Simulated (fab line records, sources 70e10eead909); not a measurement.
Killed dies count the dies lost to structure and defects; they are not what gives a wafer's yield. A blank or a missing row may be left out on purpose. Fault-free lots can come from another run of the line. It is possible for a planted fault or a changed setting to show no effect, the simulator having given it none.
Which of the tools did it? | flow nand-harc | Sampling: 14 lots, 42 wafers, 3 of 1302 route steps

WHAT EACH GAUGE READ, for each wafer
NHARC_A_DECK1_JOINT_THK_MEAS_14: measures by ellipsometry.
lot  | measured     | on            | thk-nm (nm)
L847 | day 11 04:47 | film-metro-02 | 52.4 51.6 50.5
L848 | day 11 15:10 | film-metro-01 | 49.5 52.2 52.8
L849 | day 12 06:11 | film-metro-02 | 50.0 51.8 49.7
L850 | day 12 14:23 | film-metro-02 | 51.0 51.6 49.1
L851 | day 12 18:48 | film-metro-02 | 52.7 53.3 55.2
L852 | day 13 06:37 | film-metro-02 | 51.5 48.7 51.9
L853 | day 13 22:45 | film-metro-01 | 50.4 50.0 52.3
L854 | day 13 22:54 | film-metro-02 | 50.6 50.5 51.9
L855 | day 14 23:05 | film-metro-02 | 54.7 50.8 52.9
L856 | day 15 17:35 | film-metro-02 | 52.2 52.9 49.9
L858 | day 16 06:58 | film-metro-01 | 50.8 51.1 52.6
L859 | day 16 15:46 | film-metro-01 | 51.8 52.1 54.3
L863 | day 17 22:28 | film-metro-02 | 51.5 52.1 48.1
L865 | day 19 05:14 | film-metro-01 | 52.7 51.0 51.3

NHARC_A_ONON_D2_THK_MEAS_14: measures by ellipsometry.
lot  | measured     | on            | thk-nm (nm)
L847 | day 12 10:22 | film-metro-01 | 1013 1015 1014
L848 | day 12 20:43 | film-metro-02 | 1019 1019 1018
L849 | day 13 13:25 | film-metro-02 | 1001 1000 1000
L850 | day 13 13:50 | film-metro-02 | 1007 1009 1007
L851 | day 14 00:34 | film-metro-02 | 987 988 987
L852 | day 14 12:38 | film-metro-02 | 992 991 989
L853 | day 15 03:58 | film-metro-01 | 991 993 994
L854 | day 15 03:57 | film-metro-02 | 988 988 988
L855 | day 16 01:26 | film-metro-01 | 1018 1017 1016
L856 | day 16 20:37 | film-metro-01 | 1012 1015 1015
L858 | day 17 12:07 | film-metro-01 | 1005 1006 1007
L859 | day 17 18:25 | film-metro-01 | 1003 1004 1003
L863 | day 19 09:56 | film-metro-01 | 681 679 681 680 680 679
L865 | day 20 07:17 | film-metro-01 | 692 693 693 692 691 693

EACH LOT AND THE TOOL THAT RAN IT (in order: tool; ch and the chambers of the sampled wafers; start)
lot  | NHARC_A_ONON_D2_DEP_12
L847 | pecvd-onon-04 ch 0, day 12 09:55
L848 | pecvd-onon-04 ch 0, day 12 20:16
L849 | pecvd-onon-04 ch 0, day 13 12:55
L850 | pecvd-onon-03 ch 0, day 13 13:19
L851 | pecvd-onon-03 ch 0, day 14 00:07
L852 | pecvd-onon-03 ch 0, day 14 12:11
L853 | pecvd-onon-01 ch 0, day 15 03:38
L854 | pecvd-onon-03 ch 0, day 15 03:26
L855 | pecvd-onon-04 ch 0, day 16 00:53
L856 | pecvd-onon-01 ch 0, day 16 20:05
L858 | pecvd-onon-01 ch 0, day 17 11:36
L859 | pecvd-onon-04 ch 0, day 17 17:57
L863 | pecvd-onon-04 ch 0, day 19 09:25
L865 | pecvd-onon-04 ch 0, day 20 06:53
- NHARC_A_ONON_D2_DEP_12: target thk 1000 nm.

AS READ BY THE TOOLS THEMSELVES (means over the sampled wafers that have a number; for cases with no such wafer, the mark the record gives instead)
The record holds no such reading with a usual standard deviation.

THE ANSWER, worked out from the rows above alone
Rule: what is usual is taken from the lots themselves. The widest of any qualifying gaps counts: lots, ordered by their means at a reading, are off when they make up no more than a third of the lots, leave a main group of 4 or more, and stand apart from it by 3 or more times the standard deviation of that group's means. A main group is skipped when, at the precision printed for the reading in the tables above, its means are all equal. A lot without any number at a reading at which 4 lots or more have one is off too. The other lots that the step has rows for count as sound. First the gauges in route order, then the tools' own readings, where a lot's mean is used as printed above. At the first step where some lot is off, the reading lying furthest off is the one used; lots without a number count as furthest.
Off: L863, L865 (NHARC_A_ONON_D2_THK_MEAS_14, thk-nm). The main group: mean 1003 nm, standard deviation 11.
A tool fits if, at a process step before that reading, it ran every lot that is off, and no sound lot after the first of them. Gauges at NHARC_A_ONON_D2_THK_MEAS_14: tried the same way as those tools. This does not decide it: 2 tools fit, namely pecvd-onon-04 at NHARC_A_ONON_D2_DEP_12 and film-metro-01 at NHARC_A_ONON_D2_THK_MEAS_14.

WHAT THE SIMULATOR HAD INSERTED
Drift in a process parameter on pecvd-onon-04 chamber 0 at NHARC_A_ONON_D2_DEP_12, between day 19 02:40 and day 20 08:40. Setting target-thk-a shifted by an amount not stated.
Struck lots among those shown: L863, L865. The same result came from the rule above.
